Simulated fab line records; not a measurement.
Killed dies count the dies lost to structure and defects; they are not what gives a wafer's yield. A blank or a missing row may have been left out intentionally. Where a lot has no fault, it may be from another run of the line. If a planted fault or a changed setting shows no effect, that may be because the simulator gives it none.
Which tool is to blame? :: flow nand_harc :: 39 wafers from 13 lots sampled at 6 of the route's 1302 steps

WHAT THE GAUGES SHOWED, per wafer
NHARC_P_CONTACT_INSPECT_14. Usual: raw_defect_count at 4.4, with a standard deviation of 2.4.
lot: L526
measured: day 6 08:13
on: defect_inspect-01
raw_defect_count: 1 3 1
flag: 

lot: L527
measured: day 6 13:10
on: defect_inspect-02
raw_defect_count: 3 8 6
flag: 

lot: L529
measured: day 7 12:50
on: defect_inspect-02
raw_defect_count: 3 8 5
flag: 

lot: L530
measured: day 7 19:58
on: defect_inspect-02
raw_defect_count: 8 4 4
flag: 

lot: L532
measured: day 8 17:02
on: defect_inspect-02
raw_defect_count: 2 3 0
flag: 

lot: L534
measured: day 9 18:14
on: defect_inspect-02
raw_defect_count: 3 7 3
flag: 

lot: L536
measured: day 10 19:55
on: defect_inspect-02
raw_defect_count: 5 6 10
flag: 

lot: L538
measured: day 12 01:30
on: defect_inspect-01
raw_defect_count: 8 3 4
flag: 

lot: L542
measured: day 12 20:01
on: defect_inspect-01
raw_defect_count: 3 4 5
flag: 

lot: L544
measured: day 13 21:10
on: defect_inspect-02
raw_defect_count: 2 1 5
flag: 

lot: L547
measured: day 15 03:42
on: defect_inspect-02
raw_defect_count: 7 7 6
flag: 

lot: L546
measured: day 15 03:59
on: defect_inspect-01
raw_defect_count: 4 7 4
flag: 

lot: L548
measured: day 15 14:08
on: defect_inspect-01
raw_defect_count: 6 3 4
flag: 

NHARC_P_M0_CD_MEAS_09: the cd target is 90 nm. Usual: cd_nm at 89.7 nm, with a standard deviation of 0.73.
lot: L526
measured: day 6 12:14
on: cd_sem-03
cd_nm (nm): 89.2 90.6 89.6
flag: 

lot: L527
measured: day 6 17:18
on: cd_sem-02
cd_nm (nm): 90.3 89.9 90.3
flag: 

lot: L529
measured: day 7 16:52
on: cd_sem-01
cd_nm (nm): 88.5 89.6 89.4
flag: 

lot: L530
measured: day 7 23:53
on: cd_sem-02
cd_nm (nm): 89.2 90.8 90.4
flag: 

lot: L532
measured: day 8 21:05
on: cd_sem-03
cd_nm (nm): 88.9 90.2 91.0
flag: 

lot: L534
measured: day 9 22:26
on: cd_sem-03
cd_nm (nm): 90.7 90.7 90.7
flag: 

lot: L536
measured: day 11 01:25
on: cd_sem-01
cd_nm (nm): 88.9 88.7 88.5
flag: 

lot: L538
measured: day 12 06:36
on: cd_sem-02
cd_nm (nm): 89.7 88.5 90.4
flag: 

lot: L542
measured: day 13 00:06
on: cd_sem-01
cd_nm (nm): 88.2 89.9 91.3
flag: 

lot: L544
measured: day 14 02:16
on: cd_sem-01
cd_nm (nm): 90.1 89.6 89.1
flag: 

lot: L547
measured: day 15 07:50
on: cd_sem-02
cd_nm (nm): 89.7 89.7 89.5
flag: 

lot: L546
measured: day 15 08:27
on: cd_sem-01
cd_nm (nm): 90.1 90.4 89.7
flag: 

lot: L548
measured: day 15 18:17
on: cd_sem-03
cd_nm (nm): 90.7 91.2 90.3
flag: 

NHARC_END_SORT_01. Usual: killed_at_array 56, standard deviation 17; killed_at_other 0.9, standard deviation 1.2; killed_at_periphery 3.9, standard deviation 2.5; killed_dies 61, standard deviation 17; killed_open 3.2, standard deviation 1.8; killed_short 2.7, standard deviation 1.7.
lot: L536
measured: day 29 11:34
on: prober-01
killed_at_array: 44
killed_at_other: 0
killed_at_periphery: 9
killed_dies: 53
killed_open: 3
killed_short: 1
flag: 

lot: L538
measured: day 30 18:34
on: prober-02
killed_at_array: 37
killed_at_other: 1
killed_at_periphery: 2
killed_dies: 40
killed_open: 3
killed_short: 4
flag: 

lot: L544
measured: day 32 08:11
on: prober-01
killed_at_array: 64 52 43
killed_at_other: 1 0 2
killed_at_periphery: 1 1 4
killed_dies: 66 53 49
killed_open: 2 5 5
killed_short: 2 1 4
flag: 

EACH LOT AND THE TOOL THAT RAN IT (in order: tool; ch and the chambers of the sampled wafers; start)
lot: L526
NHARC_P_CONTACT_DEP_30: pecvd-01 ch 1,2, day 6 06:43
NHARC_P_CONTACT_CVD_23: cvd_w-02 ch 0,1, day 6 10:19
NHARC_P_CONTACT_CMP_24: cmp-04 ch 0,1,2, day 6 10:56

lot: L527
NHARC_P_CONTACT_DEP_30: pecvd-02 ch 1,2, day 6 11:38
NHARC_P_CONTACT_CVD_23: cvd_w-02 ch 0, day 6 15:21
NHARC_P_CONTACT_CMP_24: cmp-03 ch 0,2,3, day 6 16:03

lot: L529
NHARC_P_CONTACT_DEP_30: pecvd-01 ch 0,1,2, day 7 11:16
NHARC_P_CONTACT_CVD_23: cvd_w-01 ch 0,1, day 7 14:55
NHARC_P_CONTACT_CMP_24: cmp-02 ch 1,2, day 7 15:34

lot: L530
NHARC_P_CONTACT_DEP_30: pecvd-01 ch 0,1,2, day 7 18:22
NHARC_P_CONTACT_CVD_23: cvd_w-01 ch 0,1, day 7 22:13
NHARC_P_CONTACT_CMP_24: cmp-02 ch 1,2, day 7 22:43

lot: L532
NHARC_P_CONTACT_DEP_30: pecvd-03 ch 0,1,2, day 8 15:32
NHARC_P_CONTACT_CVD_23: cvd_w-02 ch 0,1, day 8 19:08
NHARC_P_CONTACT_CMP_24: cmp-03 ch 0,3, day 8 19:47

lot: L534
NHARC_P_CONTACT_DEP_30: pecvd-01 ch 0,1, day 9 16:35
NHARC_P_CONTACT_CVD_23: cvd_w-02 ch 0,1, day 9 20:29
NHARC_P_CONTACT_CMP_24: cmp-03 ch 0,2,3, day 9 21:08

lot: L536
NHARC_P_CONTACT_DEP_30: pecvd-01 ch 0,1,2, day 10 18:25
NHARC_P_CONTACT_CVD_23: cvd_w-01 ch 0,1, day 10 22:41
NHARC_P_CONTACT_CMP_24: cmp-04 ch 1,2,3, day 11 00:13

lot: L538
NHARC_P_CONTACT_DEP_30: pecvd-01 ch 0,1, day 11 23:52
NHARC_P_CONTACT_CVD_23: cvd_w-01 ch 0,1, day 12 03:40
NHARC_P_CONTACT_CMP_24: cmp-02 ch 1,2, day 12 05:25

lot: L542
NHARC_P_CONTACT_DEP_30: pecvd-02 ch 0,1,2, day 12 18:23
NHARC_P_CONTACT_CVD_23: cvd_w-02 ch 0,1, day 12 22:08
NHARC_P_CONTACT_CMP_24: cmp-04 ch 1,3, day 12 22:47

lot: L544
NHARC_P_CONTACT_DEP_30: pecvd-01 ch 0,1, day 13 19:29
NHARC_P_CONTACT_CVD_23: cvd_w-01 ch 0,1, day 13 23:15
NHARC_P_CONTACT_CMP_24: cmp-02 ch 1,3, day 14 00:52

lot: L547
NHARC_P_CONTACT_DEP_30: pecvd-02 ch 1,2, day 15 02:04
NHARC_P_CONTACT_CVD_23: cvd_w-01 ch 0,1, day 15 05:52
NHARC_P_CONTACT_CMP_24: cmp-04 ch 1,3, day 15 06:32

lot: L546
NHARC_P_CONTACT_DEP_30: pecvd-03 ch 0,2, day 15 02:17
NHARC_P_CONTACT_CVD_23: cvd_w-02 ch 0,1, day 15 06:30
NHARC_P_CONTACT_CMP_24: cmp-04 ch 0,1,3, day 15 07:12

lot: L548
NHARC_P_CONTACT_DEP_30: pecvd-01 ch 0,1,2, day 15 12:28
NHARC_P_CONTACT_CVD_23: cvd_w-01 ch 0,1, day 15 16:25
NHARC_P_CONTACT_CMP_24: cmp-02 ch 0,1, day 15 16:59
- NHARC_P_CONTACT_DEP_30: deposits SiNx, target thk 30 nm.
- NHARC_P_CONTACT_CVD_23: deposits W, target thk 200 nm, time 557 s.
- NHARC_P_CONTACT_CMP_24: polishes, t overpolish 30 s, target thk 200 nm.

WHAT THE TOOLS THEMSELVES READ (means of the sampled wafers that have a number; where no wafer has one, the mark that the record gives instead)
NHARC_P_CONTACT_DEP_30. Usual: heater_power_w at 741 W, with a standard deviation of 95.
lot: L526
tool: pecvd-01
heater_power_w (W): 813
flag: 

lot: L527
tool: pecvd-02
heater_power_w (W): 892
flag: 

lot: L529
tool: pecvd-01
heater_power_w (W): 689
flag: 

lot: L530
tool: pecvd-01
heater_power_w (W): 760
flag: 

lot: L532
tool: pecvd-03
heater_power_w (W): 746
flag: 

lot: L534
tool: pecvd-01
heater_power_w (W): 733
flag: 

lot: L536
tool: pecvd-01
heater_power_w (W): 696
flag: 

lot: L538
tool: pecvd-01
heater_power_w (W): 717
flag: 

lot: L542
tool: pecvd-02
heater_power_w (W): 750
flag: 

lot: L544
tool: pecvd-01
heater_power_w (W): 717
flag: 

lot: L547
tool: pecvd-02
heater_power_w (W): 817
flag: 

lot: L546
tool: pecvd-03
heater_power_w (W): 805
flag: 

lot: L548
tool: pecvd-01
heater_power_w (W): 749
flag: 

NHARC_P_CONTACT_CVD_23. Usual: chamber_pressure_Torr 40.00 Torr, standard deviation 0.077; heater_power_w 487 W, standard deviation 33; throttle_valve_pct 7.9 %, standard deviation 0.53.
lot: L526
tool: cvd_w-02
chamber_pressure_Torr (Torr): 39.98
heater_power_w (W): 477
throttle_valve_pct (%): 7.6
flag: 

lot: L527
tool: cvd_w-02
chamber_pressure_Torr (Torr): 40.07
heater_power_w (W): 458
throttle_valve_pct (%): 7.8
flag: 

lot: L529
tool: cvd_w-01
chamber_pressure_Torr (Torr): 39.97
heater_power_w (W): 472
throttle_valve_pct (%): 8.3
flag: 

lot: L530
tool: cvd_w-01
chamber_pressure_Torr (Torr): 39.98
heater_power_w (W): 475
throttle_valve_pct (%): 8.2
flag: 

lot: L532
tool: cvd_w-02
chamber_pressure_Torr (Torr): 39.98
heater_power_w (W): 481
throttle_valve_pct (%): 7.6
flag: 

lot: L534
tool: cvd_w-02
chamber_pressure_Torr (Torr): 39.96
heater_power_w (W): 491
throttle_valve_pct (%): 7.6
flag: 

lot: L536
tool: cvd_w-01
chamber_pressure_Torr (Torr): 39.97
heater_power_w (W): 484
throttle_valve_pct (%): 8.2
flag: 

lot: L538
tool: cvd_w-01
chamber_pressure_Torr (Torr): 39.99
heater_power_w (W): 481
throttle_valve_pct (%): 8.1
flag: 

lot: L542
tool: cvd_w-02
chamber_pressure_Torr (Torr): 40.01
heater_power_w (W): 491
throttle_valve_pct (%): 7.4
flag: 

lot: L544
tool: cvd_w-01
chamber_pressure_Torr (Torr): 39.96
heater_power_w (W): 477
throttle_valve_pct (%): 8.1
flag: 

lot: L547
tool: cvd_w-01
chamber_pressure_Torr (Torr): 40.00
heater_power_w (W): 482
throttle_valve_pct (%): 8.3
flag: 

lot: L546
tool: cvd_w-02
chamber_pressure_Torr (Torr): 39.94
heater_power_w (W): 516
throttle_valve_pct (%): 7.4
flag: 

lot: L548
tool: cvd_w-01
chamber_pressure_Torr (Torr): 40.02
heater_power_w (W): 482
throttle_valve_pct (%): 8.4
flag: 

NHARC_P_CONTACT_CMP_24. Usual: motor_current_A 11.9 A, standard deviation 1.2; overpolish_run_s 30.000 s, standard deviation 0.0091; time_to_endpoint_s 41.3 s, standard deviation 2.9.
lot: L526
tool: cmp-04
motor_current_A (A): 13.0
overpolish_run_s (s): 30.004
time_to_endpoint_s (s): 43.6
flag: 

lot: L527
tool: cmp-03
motor_current_A (A): 12.5
overpolish_run_s (s): 30.001
time_to_endpoint_s (s): 43.1
flag: 

lot: L529
tool: cmp-02
motor_current_A (A): 11.5
overpolish_run_s (s): 30.004
time_to_endpoint_s (s): 38.6
flag: 

lot: L530
tool: cmp-02
motor_current_A (A): 12.3
overpolish_run_s (s): 30.002
time_to_endpoint_s (s): 38.9
flag: 

lot: L532
tool: cmp-03
motor_current_A (A): 13.0
overpolish_run_s (s): 30.007
time_to_endpoint_s (s): 39.0
flag: 

lot: L534
tool: cmp-03
motor_current_A (A): 12.8
overpolish_run_s (s): 29.998
time_to_endpoint_s (s): 41.9
flag: 

lot: L536
tool: cmp-04
motor_current_A (A): 11.4
overpolish_run_s (s): 29.997
time_to_endpoint_s (s): 82.0
flag: OFF

lot: L538
tool: cmp-02
motor_current_A (A): 11.1
overpolish_run_s (s): 30.010
time_to_endpoint_s (s): 77.6
flag: OFF

lot: L542
tool: cmp-04
motor_current_A (A): 11.2
overpolish_run_s (s): 30.000
time_to_endpoint_s (s): 41.6
flag: 

lot: L544
tool: cmp-02
motor_current_A (A): 11.0
overpolish_run_s (s): 29.994
time_to_endpoint_s (s): 83.7
flag: OFF

lot: L547
tool: cmp-04
motor_current_A (A): 12.0
overpolish_run_s (s): 29.996
time_to_endpoint_s (s): 40.6
flag: 

lot: L546
tool: cmp-04
motor_current_A (A): 11.9
overpolish_run_s (s): 29.997
time_to_endpoint_s (s): 41.4
flag: 

lot: L548
tool: cmp-02
motor_current_A (A): 10.5
overpolish_run_s (s): 29.993
time_to_endpoint_s (s): 41.7
flag: 

THE ANSWER, worked out from the rows above alone
Rule: lot off if the mean of its wafers having a number is beyond 3 standard deviations from the usual mean. A lot without any number at a reading at which 4 lots or more have one is off too. Any other lot the step has rows for is counted as sound. After the gauges, taken in route order, come the tools' own readings; for these a lot's mean is taken, as printed above. The first step at which some lot is off is used, and at that step the reading that is off furthest; a lot without a number counts as furthest.
Off: L536, L538, L544, at NHARC_P_CONTACT_CMP_24 (time_to_endpoint_s).
A tool fits if, at that step or a process step before it, it ran every lot that is off, and no sound lot after the first of them. No candidate that was tried fits.

WHAT HAD BEEN PUT IN BY THE SIMULATOR
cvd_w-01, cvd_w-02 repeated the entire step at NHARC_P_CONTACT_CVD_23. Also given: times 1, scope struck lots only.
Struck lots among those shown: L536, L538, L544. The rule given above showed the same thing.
